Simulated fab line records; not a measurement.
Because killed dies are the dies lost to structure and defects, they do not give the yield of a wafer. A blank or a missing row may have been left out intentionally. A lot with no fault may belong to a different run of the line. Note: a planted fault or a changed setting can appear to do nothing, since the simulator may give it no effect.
The tool behind it: which one? || flow nandHarc || 72 wafers from 24 lots sampled at 6 of the route's 1302 steps

== WHAT THE GAUGES SHOWED, per wafer ==
NHARC_P_M2_CD_MEAS_09: the cd target is 170 nm.
{"lot": "L074", "measured": "day 6 13:04", "on": "cdSem-02", "cdNm (nm)": "169.1 169.9 169.7"}
{"lot": "L075", "measured": "day 6 16:31", "on": "cdSem-02", "cdNm (nm)": "169.3 170.4 169.7"}
{"lot": "L076", "measured": "day 7 05:15", "on": "cdSem-03", "cdNm (nm)": "170.7 169.5 170.4"}
{"lot": "L077", "measured": "day 7 11:25", "on": "cdSem-02", "cdNm (nm)": "169.6 170.5 170.7"}
{"lot": "L078", "measured": "day 8 02:52", "on": "cdSem-01", "cdNm (nm)": "170.1 169.2 169.5"}
{"lot": "L079", "measured": "day 8 16:00", "on": "cdSem-01", "cdNm (nm)": "169.6 170.4 169.9"}
{"lot": "L080", "measured": "day 8 16:53", "on": "cdSem-01", "cdNm (nm)": "169.6 169.6 169.7"}
{"lot": "L081", "measured": "day 9 07:04", "on": "cdSem-02", "cdNm (nm)": "170.5 170.3 170.1"}
{"lot": "L082", "measured": "day 9 16:15", "on": "cdSem-01", "cdNm (nm)": "169.5 170.1 169.3"}
{"lot": "L084", "measured": "day 10 10:24", "on": "cdSem-02", "cdNm (nm)": "168.5 169.7 170.5"}
{"lot": "L083", "measured": "day 10 11:16", "on": "cdSem-03", "cdNm (nm)": "168.4 168.7 168.7"}
{"lot": "L085", "measured": "day 11 03:17", "on": "cdSem-03", "cdNm (nm)": "169.6 170.6 168.5"}
{"lot": "L086", "measured": "day 11 06:11", "on": "cdSem-01", "cdNm (nm)": "169.6 170.9 170.5"}
{"lot": "L087", "measured": "day 11 20:19", "on": "cdSem-03", "cdNm (nm)": "168.9 168.6 169.4"}
{"lot": "L088", "measured": "day 12 12:45", "on": "cdSem-02", "cdNm (nm)": "169.9 170.3 170.0"}
{"lot": "L089", "measured": "day 12 13:16", "on": "cdSem-01", "cdNm (nm)": "169.6 169.3 169.9"}
{"lot": "L090", "measured": "day 13 00:13", "on": "cdSem-01", "cdNm (nm)": "168.7 169.3 169.6"}
{"lot": "L091", "measured": "day 13 05:50", "on": "cdSem-01", "cdNm (nm)": "170.5 170.5 170.3"}
{"lot": "L092", "measured": "day 13 22:14", "on": "cdSem-01", "cdNm (nm)": "169.5 170.7 169.0"}
{"lot": "L093", "measured": "day 14 07:55", "on": "cdSem-01", "cdNm (nm)": "169.3 170.1 170.9"}
{"lot": "L094", "measured": "day 14 17:44", "on": "cdSem-02", "cdNm (nm)": "169.0 168.5 168.4"}
{"lot": "L095", "measured": "day 15 00:35", "on": "cdSem-02", "cdNm (nm)": "170.1 170.1 170.9"}
{"lot": "L096", "measured": "day 15 14:36", "on": "cdSem-03", "cdNm (nm)": "170.4 170.1 168.8"}
{"lot": "L097", "measured": "day 16 05:31", "on": "cdSem-03", "cdNm (nm)": "168.4 169.4 169.4"}

NHARC_P_BONDPAD_THK_MEAS_20: measures by xrf.
{"lot": "L074", "measured": "day 6 20:12", "on": "filmMetro-01", "thkNm (nm)": "161.1 159.9 161.0"}
{"lot": "L075", "measured": "day 6 23:57", "on": "filmMetro-01", "thkNm (nm)": "159.3 162.5 161.4"}
{"lot": "L076", "measured": "day 7 12:28", "on": "filmMetro-01", "thkNm (nm)": "162.6 162.6 162.7"}
{"lot": "L077", "measured": "day 7 18:38", "on": "filmMetro-01", "thkNm (nm)": "160.3 160.9 160.6"}
{"lot": "L078", "measured": "day 8 10:01", "on": "filmMetro-01", "thkNm (nm)": "160.8 163.8 160.0"}
{"lot": "L079", "measured": "day 8 23:08", "on": "filmMetro-02", "thkNm (nm)": "161.1 161.5 164.7"}
{"lot": "L080", "measured": "day 9 00:22", "on": "filmMetro-01", "thkNm (nm)": "156.1 161.0 160.8"}
{"lot": "L081", "measured": "day 9 15:01", "on": "filmMetro-02", "thkNm (nm)": "160.1 157.1 159.4"}
{"lot": "L082", "measured": "day 9 23:22", "on": "filmMetro-01", "thkNm (nm)": "157.8 159.4 159.8"}
{"lot": "L084", "measured": "day 10 18:20", "on": "filmMetro-01", "thkNm (nm)": "164.2 162.1 161.4"}
{"lot": "L083", "measured": "day 10 18:34", "on": "filmMetro-01", "thkNm (nm)": "163.0 159.1 160.5"}
{"lot": "L085", "measured": "day 11 11:05", "on": "filmMetro-01", "thkNm (nm)": "161.2 159.7 159.2"}
{"lot": "L086", "measured": "day 11 13:18", "on": "filmMetro-02", "thkNm (nm)": "162.2 159.2 160.3"}
{"lot": "L087", "measured": "day 12 03:38", "on": "filmMetro-01", "thkNm (nm)": "161.9 157.8 164.1"}
{"lot": "L088", "measured": "day 12 20:13", "on": "filmMetro-02", "thkNm (nm)": "163.6 161.5 164.0"}
{"lot": "L089", "measured": "day 12 20:32", "on": "filmMetro-01", "thkNm (nm)": "160.0 159.4 162.4"}
{"lot": "L090", "measured": "day 13 07:13", "on": "filmMetro-01", "thkNm (nm)": "162.3 156.8 159.8"}
{"lot": "L091", "measured": "day 13 13:02", "on": "filmMetro-01", "thkNm (nm)": "160.4 159.9 160.0"}
{"lot": "L092", "measured": "day 14 05:23", "on": "filmMetro-01", "thkNm (nm)": "160.2 160.6 160.4"}
{"lot": "L093", "measured": "day 14 15:17", "on": "filmMetro-01", "thkNm (nm)": "160.2 162.3 160.3"}
{"lot": "L094", "measured": "day 15 01:01", "on": "filmMetro-02", "thkNm (nm)": "161.9 162.0 160.4"}
{"lot": "L095", "measured": "day 15 07:56", "on": "filmMetro-01", "thkNm (nm)": "158.9 163.1 159.2"}
{"lot": "L096", "measured": "day 15 22:38", "on": "filmMetro-02", "thkNm (nm)": "162.2 161.9 160.2"}
{"lot": "L097", "measured": "day 16 14:20", "on": "filmMetro-01", "thkNm (nm)": "160.4 159.3 159.9"}

== WHICH TOOL RAN EACH LOT (tool, then ch and the chambers of the sampled wafers, then the start) ==
{"lot": "L074", "NHARC_P_M1_DEGAS_29": "pvdSputter-01, day 6 10:01", "NHARC_P_M2_PVD_20": "pvdSputter-01, day 6 16:47 or earlier", "NHARC_P_BONDPAD_CMP_32": "cmp-04 ch 1,2, day 6 16:47", "NHARC_P_BONDPAD_ETCH_12": "rieDiel-08 ch 0,1,3, day 6 20:12 or earlier"}
{"lot": "L075", "NHARC_P_M1_DEGAS_29": "pvdSputter-02, day 6 13:35", "NHARC_P_M2_PVD_20": "pvdSputter-02, day 6 20:15 or earlier", "NHARC_P_BONDPAD_CMP_32": "cmp-04 ch 0,1,2, day 6 20:15", "NHARC_P_BONDPAD_ETCH_12": "rieDiel-12 ch 0,1, day 6 23:57 or earlier"}
{"lot": "L076", "NHARC_P_M1_DEGAS_29": "pvdSputter-02, day 7 02:17", "NHARC_P_M2_PVD_20": "pvdSputter-02, day 7 09:04 or earlier", "NHARC_P_BONDPAD_CMP_32": "cmp-04 ch 0,2,3, day 7 09:04", "NHARC_P_BONDPAD_ETCH_12": "rieDiel-07 ch 1,2,3, day 7 12:28 or earlier"}
{"lot": "L077", "NHARC_P_M1_DEGAS_29": "pvdSputter-02, day 7 08:23", "NHARC_P_M2_PVD_20": "pvdSputter-03, day 7 15:13 or earlier", "NHARC_P_BONDPAD_CMP_32": "cmp-03 ch 1,2,3, day 7 15:13", "NHARC_P_BONDPAD_ETCH_12": "rieDiel-12 ch 1,2, day 7 18:38 or earlier"}
{"lot": "L078", "NHARC_P_M1_DEGAS_29": "pvdSputter-03, day 8 00:04", "NHARC_P_M2_PVD_20": "pvdSputter-02, day 8 06:38 or earlier", "NHARC_P_BONDPAD_CMP_32": "cmp-02 ch 0,2,3, day 8 06:38", "NHARC_P_BONDPAD_ETCH_12": "rieDiel-12 ch 0,1, day 8 10:01 or earlier"}
{"lot": "L079", "NHARC_P_M1_DEGAS_29": "pvdSputter-01, day 8 13:07", "NHARC_P_M2_PVD_20": "pvdSputter-03, day 8 19:46 or earlier", "NHARC_P_BONDPAD_CMP_32": "cmp-03 ch 1,2,3, day 8 19:46", "NHARC_P_BONDPAD_ETCH_12": "rieDiel-12 ch 1,2, day 8 23:08 or earlier"}
{"lot": "L080", "NHARC_P_M1_DEGAS_29": "pvdSputter-01, day 8 14:02", "NHARC_P_M2_PVD_20": "pvdSputter-03, day 8 20:37 or earlier", "NHARC_P_BONDPAD_CMP_32": "cmp-04 ch 0,1,3, day 8 20:37", "NHARC_P_BONDPAD_ETCH_12": "rieDiel-07 ch 0,1,3, day 9 00:22 or earlier"}
{"lot": "L081", "NHARC_P_M1_DEGAS_29": "pvdSputter-01, day 9 04:15", "NHARC_P_M2_PVD_20": "pvdSputter-02, day 9 10:49 or earlier", "NHARC_P_BONDPAD_CMP_32": "cmp-04 ch 1,2,3, day 9 10:49", "NHARC_P_BONDPAD_ETCH_12": "rieDiel-12 ch 1,2,3, day 9 15:01 or earlier"}
{"lot": "L082", "NHARC_P_M1_DEGAS_29": "pvdSputter-02, day 9 12:39", "NHARC_P_M2_PVD_20": "pvdSputter-03, day 9 20:09 or earlier", "NHARC_P_BONDPAD_CMP_32": "cmp-03 ch 0,2,3, day 9 20:09", "NHARC_P_BONDPAD_ETCH_12": "rieDiel-07 ch 0,1,3, day 9 23:22 or earlier"}
{"lot": "L084", "NHARC_P_M1_DEGAS_29": "pvdSputter-02, day 10 07:27", "NHARC_P_M2_PVD_20": "pvdSputter-02, day 10 14:56 or earlier", "NHARC_P_BONDPAD_CMP_32": "cmp-04 ch 1,2,3, day 10 14:56", "NHARC_P_BONDPAD_ETCH_12": "rieDiel-08 ch 0,2,3, day 10 18:20 or earlier"}
{"lot": "L083", "NHARC_P_M1_DEGAS_29": "pvdSputter-01, day 10 08:18", "NHARC_P_M2_PVD_20": "pvdSputter-02, day 10 15:05 or earlier", "NHARC_P_BONDPAD_CMP_32": "cmp-02 ch 0,2,3, day 10 15:05", "NHARC_P_BONDPAD_ETCH_12": "rieDiel-12 ch 1,3, day 10 18:34 or earlier"}
{"lot": "L085", "NHARC_P_M1_DEGAS_29": "pvdSputter-02, day 11 00:19", "NHARC_P_M2_PVD_20": "pvdSputter-02, day 11 07:10 or earlier", "NHARC_P_BONDPAD_CMP_32": "cmp-02 ch 0,1,3, day 11 07:10", "NHARC_P_BONDPAD_ETCH_12": "rieDiel-07 ch 0,1,3, day 11 11:05 or earlier"}
{"lot": "L086", "NHARC_P_M1_DEGAS_29": "pvdSputter-02, day 11 03:14", "NHARC_P_M2_PVD_20": "pvdSputter-02, day 11 10:05 or earlier", "NHARC_P_BONDPAD_CMP_32": "cmp-04 ch 1,2,3, day 11 10:05", "NHARC_P_BONDPAD_ETCH_12": "rieDiel-12 ch 0,1,3, day 11 13:18 or earlier"}
{"lot": "L087", "NHARC_P_M1_DEGAS_29": "pvdSputter-01, day 11 17:23", "NHARC_P_M2_PVD_20": "pvdSputter-02, day 12 00:13 or earlier", "NHARC_P_BONDPAD_CMP_32": "cmp-03 ch 2,3, day 12 00:13", "NHARC_P_BONDPAD_ETCH_12": "rieDiel-08 ch 0,1,3, day 12 03:38 or earlier"}
{"lot": "L088", "NHARC_P_M1_DEGAS_29": "pvdSputter-01, day 12 09:22", "NHARC_P_M2_PVD_20": "pvdSputter-03, day 12 16:51 or earlier", "NHARC_P_BONDPAD_CMP_32": "cmp-03 ch 0,1,3, day 12 16:51", "NHARC_P_BONDPAD_ETCH_12": "rieDiel-08 ch 0,1,2, day 12 20:13 or earlier"}
{"lot": "L089", "NHARC_P_M1_DEGAS_29": "pvdSputter-03, day 12 10:19", "NHARC_P_M2_PVD_20": "pvdSputter-01, day 12 17:05 or earlier", "NHARC_P_BONDPAD_CMP_32": "cmp-04 ch 2,3, day 12 17:05", "NHARC_P_BONDPAD_ETCH_12": "rieDiel-12 ch 0,1, day 12 20:32 or earlier"}
{"lot": "L090", "NHARC_P_M1_DEGAS_29": "pvdSputter-03, day 12 21:11", "NHARC_P_M2_PVD_20": "pvdSputter-03, day 13 03:58 or earlier", "NHARC_P_BONDPAD_CMP_32": "cmp-02 ch 0,1,2, day 13 03:58", "NHARC_P_BONDPAD_ETCH_12": "rieDiel-08 ch 2,3, day 13 07:13 or earlier"}
{"lot": "L091", "NHARC_P_M1_DEGAS_29": "pvdSputter-03, day 13 02:44", "NHARC_P_M2_PVD_20": "pvdSputter-01, day 13 09:40 or earlier", "NHARC_P_BONDPAD_CMP_32": "cmp-04 ch 0,1,2, day 13 09:40", "NHARC_P_BONDPAD_ETCH_12": "rieDiel-08 ch 0,3, day 13 13:02 or earlier"}
{"lot": "L092", "NHARC_P_M1_DEGAS_29": "pvdSputter-01, day 13 19:10", "NHARC_P_M2_PVD_20": "pvdSputter-02, day 14 02:02 or earlier", "NHARC_P_BONDPAD_CMP_32": "cmp-04 ch 2,3, day 14 02:02", "NHARC_P_BONDPAD_ETCH_12": "rieDiel-07 ch 0,2,3, day 14 05:23 or earlier"}
{"lot": "L093", "NHARC_P_M1_DEGAS_29": "pvdSputter-03, day 14 04:50", "NHARC_P_M2_PVD_20": "pvdSputter-01, day 14 11:54 or earlier", "NHARC_P_BONDPAD_CMP_32": "cmp-03 ch 0,3, day 14 11:54", "NHARC_P_BONDPAD_ETCH_12": "rieDiel-08 ch 1,2,3, day 14 15:17 or earlier"}
{"lot": "L094", "NHARC_P_M1_DEGAS_29": "pvdSputter-01, day 14 14:56", "NHARC_P_M2_PVD_20": "pvdSputter-01, day 14 21:41 or earlier", "NHARC_P_BONDPAD_CMP_32": "cmp-04 ch 0,2,3, day 14 21:41", "NHARC_P_BONDPAD_ETCH_12": "rieDiel-12 ch 0,2,3, day 15 01:01 or earlier"}
{"lot": "L095", "NHARC_P_M1_DEGAS_29": "pvdSputter-03, day 14 21:29", "NHARC_P_M2_PVD_20": "pvdSputter-02, day 15 04:22 or earlier", "NHARC_P_BONDPAD_CMP_32": "cmp-02 ch 1,2, day 15 04:22", "NHARC_P_BONDPAD_ETCH_12": "rieDiel-07 ch 0,3, day 15 07:56 or earlier"}
{"lot": "L096", "NHARC_P_M1_DEGAS_29": "pvdSputter-01, day 15 11:17", "NHARC_P_M2_PVD_20": "pvdSputter-02, day 15 19:13 or earlier", "NHARC_P_BONDPAD_CMP_32": "cmp-02 ch 0,2,3, day 15 19:13", "NHARC_P_BONDPAD_ETCH_12": "rieDiel-07 ch 0,3, day 15 22:38 or earlier"}
{"lot": "L097", "NHARC_P_M1_DEGAS_29": "pvdSputter-01, day 16 02:44", "NHARC_P_M2_PVD_20": "pvdSputter-02, day 16 10:31 or earlier", "NHARC_P_BONDPAD_CMP_32": "cmp-02 ch 0,2,3, day 16 10:31", "NHARC_P_BONDPAD_ETCH_12": "rieDiel-12 ch 1,2, day 16 14:20 or earlier"}
- NHARC_P_M1_DEGAS_29: time 60 s.
- NHARC_P_M2_PVD_20: deposits TaN, target thk 5 nm, time 8.06 s.
- NHARC_P_BONDPAD_CMP_32: polishes SiCN, target thk 200 nm.
- NHARC_P_BONDPAD_ETCH_12: etches the open film in CHF3/O2, target depth 200 nm, time 100 s.

== AS READ BY THE TOOLS THEMSELVES (means over the sampled wafers that have a number; for cases with no such wafer, the mark the record gives instead) ==
NHARC_P_M1_DEGAS_29.
{"lot": "L074", "tool": "pvdSputter-01", "heaterPowerW (W)": 353}
{"lot": "L075", "tool": "pvdSputter-02", "heaterPowerW (W)": 342}
{"lot": "L076", "tool": "pvdSputter-02", "heaterPowerW (W)": 285}
{"lot": "L077", "tool": "pvdSputter-02", "heaterPowerW (W)": 312}
{"lot": "L078", "tool": "pvdSputter-03", "heaterPowerW (W)": 308}
{"lot": "L079", "tool": "pvdSputter-01", "heaterPowerW (W)": 378}
{"lot": "L080", "tool": "pvdSputter-01", "heaterPowerW (W)": 333}
{"lot": "L081", "tool": "pvdSputter-01", "heaterPowerW (W)": 374}
{"lot": "L082", "tool": "pvdSputter-02", "heaterPowerW (W)": 322}
{"lot": "L084", "tool": "pvdSputter-02", "heaterPowerW (W)": 314}
{"lot": "L083", "tool": "pvdSputter-01", "heaterPowerW (W)": 326}
{"lot": "L085", "tool": "pvdSputter-02", "heaterPowerW (W)": 373}
{"lot": "L086", "tool": "pvdSputter-02", "heaterPowerW (W)": 320}
{"lot": "L087", "tool": "pvdSputter-01", "heaterPowerW (W)": 318}
{"lot": "L088", "tool": "pvdSputter-01", "heaterPowerW (W)": 332}
{"lot": "L089", "tool": "pvdSputter-03", "heaterPowerW (W)": 297}
{"lot": "L090", "tool": "pvdSputter-03", "heaterPowerW (W)": 300}
{"lot": "L091", "tool": "pvdSputter-03", "heaterPowerW (W)": 300}
{"lot": "L092", "tool": "pvdSputter-01", "heaterPowerW (W)": 339}
{"lot": "L093", "tool": "pvdSputter-03", "heaterPowerW (W)": 300}
{"lot": "L094", "tool": "pvdSputter-01", "heaterPowerW (W)": 331}
{"lot": "L095", "tool": "pvdSputter-03", "heaterPowerW (W)": 307}
{"lot": "L096", "tool": "pvdSputter-01", "heaterPowerW (W)": 356}
{"lot": "L097", "tool": "pvdSputter-01", "heaterPowerW (W)": 354}

NHARC_P_M2_PVD_20.
{"lot": "L074", "tool": "pvdSputter-01", "cathodeDcPowerW (W)": 15002, "throttleValvePct (%)": 28.2}
{"lot": "L075", "tool": "pvdSputter-02", "cathodeDcPowerW (W)": 15000, "throttleValvePct (%)": 29.3}
{"lot": "L076", "tool": "pvdSputter-02", "cathodeDcPowerW (W)": 14998, "throttleValvePct (%)": 29.6}
{"lot": "L077", "tool": "pvdSputter-03", "cathodeDcPowerW (W)": 15001, "throttleValvePct (%)": 29.7}
{"lot": "L078", "tool": "pvdSputter-02", "cathodeDcPowerW (W)": 15001, "throttleValvePct (%)": 29.5}
{"lot": "L079", "tool": "pvdSputter-03", "cathodeDcPowerW (W)": 15002, "throttleValvePct (%)": 29.6}
{"lot": "L080", "tool": "pvdSputter-03", "cathodeDcPowerW (W)": 15000, "throttleValvePct (%)": 29.7}
{"lot": "L081", "tool": "pvdSputter-02", "cathodeDcPowerW (W)": 14999, "throttleValvePct (%)": 29.7}
{"lot": "L082", "tool": "pvdSputter-03", "cathodeDcPowerW (W)": 14999, "throttleValvePct (%)": 29.7}
{"lot": "L084", "tool": "pvdSputter-02", "cathodeDcPowerW (W)": 14999, "throttleValvePct (%)": 29.5}
{"lot": "L083", "tool": "pvdSputter-02", "cathodeDcPowerW (W)": 15003, "throttleValvePct (%)": 29.9}
{"lot": "L085", "tool": "pvdSputter-02", "cathodeDcPowerW (W)": 15000, "throttleValvePct (%)": 29.6}
{"lot": "L086", "tool": "pvdSputter-02", "cathodeDcPowerW (W)": 14999, "throttleValvePct (%)": 29.7}
{"lot": "L087", "tool": "pvdSputter-02", "cathodeDcPowerW (W)": 14999, "throttleValvePct (%)": 29.2}
{"lot": "L088", "tool": "pvdSputter-03", "cathodeDcPowerW (W)": 15000, "throttleValvePct (%)": 29.8}
{"lot": "L089", "tool": "pvdSputter-01", "cathodeDcPowerW (W)": 15001, "throttleValvePct (%)": 28.3}
{"lot": "L090", "tool": "pvdSputter-03", "cathodeDcPowerW (W)": 14999, "throttleValvePct (%)": 29.7}
{"lot": "L091", "tool": "pvdSputter-01", "cathodeDcPowerW (W)": 15000, "throttleValvePct (%)": 28.9}
{"lot": "L092", "tool": "pvdSputter-02", "cathodeDcPowerW (W)": 15000, "throttleValvePct (%)": 29.7}
{"lot": "L093", "tool": "pvdSputter-01", "cathodeDcPowerW (W)": 15002, "throttleValvePct (%)": 29.1}
{"lot": "L094", "tool": "pvdSputter-01", "cathodeDcPowerW (W)": 14999, "throttleValvePct (%)": 29.9}
{"lot": "L095", "tool": "pvdSputter-02", "cathodeDcPowerW (W)": 15003, "throttleValvePct (%)": 29.6}
{"lot": "L096", "tool": "pvdSputter-02", "cathodeDcPowerW (W)": 14999, "throttleValvePct (%)": 29.8}
{"lot": "L097", "tool": "pvdSputter-02", "cathodeDcPowerW (W)": 15002, "throttleValvePct (%)": 29.9}

NHARC_P_BONDPAD_CMP_32.
{"lot": "L074", "tool": "cmp-04", "motorCurrentA (A)": 11.9}
{"lot": "L075", "tool": "cmp-04", "motorCurrentA (A)": 11.3}
{"lot": "L076", "tool": "cmp-04", "motorCurrentA (A)": 10.7}
{"lot": "L077", "tool": "cmp-03", "motorCurrentA (A)": 11.9}
{"lot": "L078", "tool": "cmp-02", "motorCurrentA (A)": 12.0}
{"lot": "L079", "tool": "cmp-03", "motorCurrentA (A)": 11.5}
{"lot": "L080", "tool": "cmp-04", "motorCurrentA (A)": 11.1}
{"lot": "L081", "tool": "cmp-04", "motorCurrentA (A)": 11.2}
{"lot": "L082", "tool": "cmp-03", "motorCurrentA (A)": 11.4}
{"lot": "L084", "tool": "cmp-04", "motorCurrentA (A)": 11.1}
{"lot": "L083", "tool": "cmp-02", "motorCurrentA (A)": 11.8}
{"lot": "L085", "tool": "cmp-02", "motorCurrentA (A)": 12.5}
{"lot": "L086", "tool": "cmp-04", "motorCurrentA (A)": 11.1}
{"lot": "L087", "tool": "cmp-03", "motorCurrentA (A)": 12.4}
{"lot": "L088", "tool": "cmp-03", "motorCurrentA (A)": 11.3}
{"lot": "L089", "tool": "cmp-04", "motorCurrentA (A)": 11.1}
{"lot": "L090", "tool": "cmp-02", "motorCurrentA (A)": 11.1}
{"lot": "L091", "tool": "cmp-04", "motorCurrentA (A)": 11.9}
{"lot": "L092", "tool": "cmp-04", "motorCurrentA (A)": 11.0}
{"lot": "L093", "tool": "cmp-03", "motorCurrentA (A)": 12.0}
{"lot": "L094", "tool": "cmp-04", "motorCurrentA (A)": 10.7}
{"lot": "L095", "tool": "cmp-02", "motorCurrentA (A)": 12.0}
{"lot": "L096", "tool": "cmp-02", "motorCurrentA (A)": 12.2}
{"lot": "L097", "tool": "cmp-02", "motorCurrentA (A)": 12.1}

NHARC_P_BONDPAD_ETCH_12.
{"lot": "L074", "tool": "rieDiel-08", "drypumpMotorCurrentA (A)": 6.1, "oesProductAu (a.u.)": 0.925, "rfFwdPowerW (W)": 496.8, "rfVppV (V)": 370.0, "showerheadPlenumPTorr (Torr)": 2.35, "throttleValvePct (%)": 20.574}
{"lot": "L075", "tool": "rieDiel-12", "drypumpMotorCurrentA (A)": 6.1, "oesProductAu (a.u.)": 0.964, "rfFwdPowerW (W)": 496.4, "rfVppV (V)": 371.7, "showerheadPlenumPTorr (Torr)": 2.45, "throttleValvePct (%)": 20.574}
{"lot": "L076", "tool": "rieDiel-07", "drypumpMotorCurrentA (A)": 5.6, "oesProductAu (a.u.)": 0.914, "rfFwdPowerW (W)": 496.4, "rfVppV (V)": 371.2, "showerheadPlenumPTorr (Torr)": 2.40, "throttleValvePct (%)": 20.567}
{"lot": "L077", "tool": "rieDiel-12", "drypumpMotorCurrentA (A)": 6.0, "oesProductAu (a.u.)": 0.928, "rfFwdPowerW (W)": 497.2, "rfVppV (V)": 371.1, "showerheadPlenumPTorr (Torr)": 2.39, "throttleValvePct (%)": 20.571}
{"lot": "L078", "tool": "rieDiel-12", "drypumpMotorCurrentA (A)": 6.1, "oesProductAu (a.u.)": 0.918, "rfFwdPowerW (W)": 496.3, "rfVppV (V)": 371.8, "showerheadPlenumPTorr (Torr)": 2.45, "throttleValvePct (%)": 20.576}
{"lot": "L079", "tool": "rieDiel-12", "drypumpMotorCurrentA (A)": 6.2, "oesProductAu (a.u.)": 0.933, "rfFwdPowerW (W)": 496.1, "rfVppV (V)": 370.3, "showerheadPlenumPTorr (Torr)": 2.39, "throttleValvePct (%)": 20.585}
{"lot": "L080", "tool": "rieDiel-07", "drypumpMotorCurrentA (A)": 5.5, "oesProductAu (a.u.)": 0.953, "rfFwdPowerW (W)": 498.1, "rfVppV (V)": 372.7, "showerheadPlenumPTorr (Torr)": 2.50, "throttleValvePct (%)": 20.581}
{"lot": "L081", "tool": "rieDiel-12", "drypumpMotorCurrentA (A)": 6.2, "oesProductAu (a.u.)": 0.982, "rfFwdPowerW (W)": 496.5, "rfVppV (V)": 370.5, "showerheadPlenumPTorr (Torr)": 2.40, "throttleValvePct (%)": 20.570}
{"lot": "L082", "tool": "rieDiel-07", "drypumpMotorCurrentA (A)": 5.5, "oesProductAu (a.u.)": 0.908, "rfFwdPowerW (W)": 496.2, "rfVppV (V)": 372.9, "showerheadPlenumPTorr (Torr)": 2.50, "throttleValvePct (%)": 20.574}
{"lot": "L084", "tool": "rieDiel-08", "drypumpMotorCurrentA (A)": 6.3, "oesProductAu (a.u.)": 0.922, "rfFwdPowerW (W)": 497.0, "rfVppV (V)": 369.7, "showerheadPlenumPTorr (Torr)": 2.35, "throttleValvePct (%)": 20.572}
{"lot": "L083", "tool": "rieDiel-12", "drypumpMotorCurrentA (A)": 6.4, "oesProductAu (a.u.)": 0.930, "rfFwdPowerW (W)": 497.7, "rfVppV (V)": 371.6, "showerheadPlenumPTorr (Torr)": 2.42, "throttleValvePct (%)": 20.576}
{"lot": "L085", "tool": "rieDiel-07", "drypumpMotorCurrentA (A)": 5.5, "oesProductAu (a.u.)": 0.910, "rfFwdPowerW (W)": 496.7, "rfVppV (V)": 372.2, "showerheadPlenumPTorr (Torr)": 2.50, "throttleValvePct (%)": 20.570}
{"lot": "L086", "tool": "rieDiel-12", "drypumpMotorCurrentA (A)": 6.3, "oesProductAu (a.u.)": 0.969, "rfFwdPowerW (W)": 497.4, "rfVppV (V)": 371.0, "showerheadPlenumPTorr (Torr)": 2.43, "throttleValvePct (%)": 20.568}
{"lot": "L087", "tool": "rieDiel-08", "drypumpMotorCurrentA (A)": 6.1, "oesProductAu (a.u.)": 0.914, "rfFwdPowerW (W)": 497.5, "rfVppV (V)": 369.7, "showerheadPlenumPTorr (Torr)": 2.35, "throttleValvePct (%)": 20.572}
{"lot": "L088", "tool": "rieDiel-08", "drypumpMotorCurrentA (A)": 6.0, "oesProductAu (a.u.)": 0.917, "rfFwdPowerW (W)": 496.7, "rfVppV (V)": 371.1, "showerheadPlenumPTorr (Torr)": 2.42, "throttleValvePct (%)": 20.574}
{"lot": "L089", "tool": "rieDiel-12", "drypumpMotorCurrentA (A)": 6.3, "oesProductAu (a.u.)": 0.947, "rfFwdPowerW (W)": 497.2, "rfVppV (V)": 371.6, "showerheadPlenumPTorr (Torr)": 2.42, "throttleValvePct (%)": 20.574}
{"lot": "L090", "tool": "rieDiel-08", "drypumpMotorCurrentA (A)": 6.5, "oesProductAu (a.u.)": 0.916, "rfFwdPowerW (W)": 496.0, "rfVppV (V)": 370.1, "showerheadPlenumPTorr (Torr)": 2.38, "throttleValvePct (%)": 20.570}
{"lot": "L091", "tool": "rieDiel-08", "drypumpMotorCurrentA (A)": 6.0, "oesProductAu (a.u.)": 0.918, "rfFwdPowerW (W)": 495.6, "rfVppV (V)": 369.3, "showerheadPlenumPTorr (Torr)": 2.32, "throttleValvePct (%)": 20.573}
{"lot": "L092", "tool": "rieDiel-07", "drypumpMotorCurrentA (A)": 5.9, "oesProductAu (a.u.)": 0.964, "rfFwdPowerW (W)": 496.6, "rfVppV (V)": 371.4, "showerheadPlenumPTorr (Torr)": 2.42, "throttleValvePct (%)": 20.568}
{"lot": "L093", "tool": "rieDiel-08", "drypumpMotorCurrentA (A)": 6.4, "oesProductAu (a.u.)": 0.929, "rfFwdPowerW (W)": 497.7, "rfVppV (V)": 370.6, "showerheadPlenumPTorr (Torr)": 2.38, "throttleValvePct (%)": 20.573}
{"lot": "L094", "tool": "rieDiel-12", "drypumpMotorCurrentA (A)": 6.1, "oesProductAu (a.u.)": 0.925, "rfFwdPowerW (W)": 495.8, "rfVppV (V)": 370.3, "showerheadPlenumPTorr (Torr)": 2.43, "throttleValvePct (%)": 20.566}
{"lot": "L095", "tool": "rieDiel-07", "drypumpMotorCurrentA (A)": 5.7, "oesProductAu (a.u.)": 0.951, "rfFwdPowerW (W)": 496.5, "rfVppV (V)": 372.2, "showerheadPlenumPTorr (Torr)": 2.48, "throttleValvePct (%)": 20.572}
{"lot": "L096", "tool": "rieDiel-07", "drypumpMotorCurrentA (A)": 5.7, "oesProductAu (a.u.)": 0.946, "rfFwdPowerW (W)": 498.5, "rfVppV (V)": 372.5, "showerheadPlenumPTorr (Torr)": 2.48, "throttleValvePct (%)": 20.566}
{"lot": "L097", "tool": "rieDiel-12", "drypumpMotorCurrentA (A)": 6.2, "oesProductAu (a.u.)": 0.919, "rfFwdPowerW (W)": 497.8, "rfVppV (V)": 369.9, "showerheadPlenumPTorr (Torr)": 2.39, "throttleValvePct (%)": 20.570}

== THE ANSWER, worked out from the rows above alone ==
Rule: the lots themselves supply what counts as usual. Put in order of their means at a reading, lots are off if they are a third of the lots or fewer, leave a main group of 4 or more, and stand apart from it by a gap of 3 or more times the standard deviation of the main group's means; of several such gaps the widest counts. A main group whose means are all the same, to the digits that the tables above print for the reading, isn't used. Also off: a lot with no number at a reading for which 4 or more lots have one. Where the step has rows for the other lots, those lots are counted as sound. Order of review: gauges by route order, followed by the tools' own readings, for which a lot's mean as printed above is used. The first step at which some lot is off is used, and at that step the reading that is off furthest; a lot without a number counts as furthest.
No lot is off at any reading shown: from this, nothing can be told.

== WHAT THE SIMULATOR PUT IN ==
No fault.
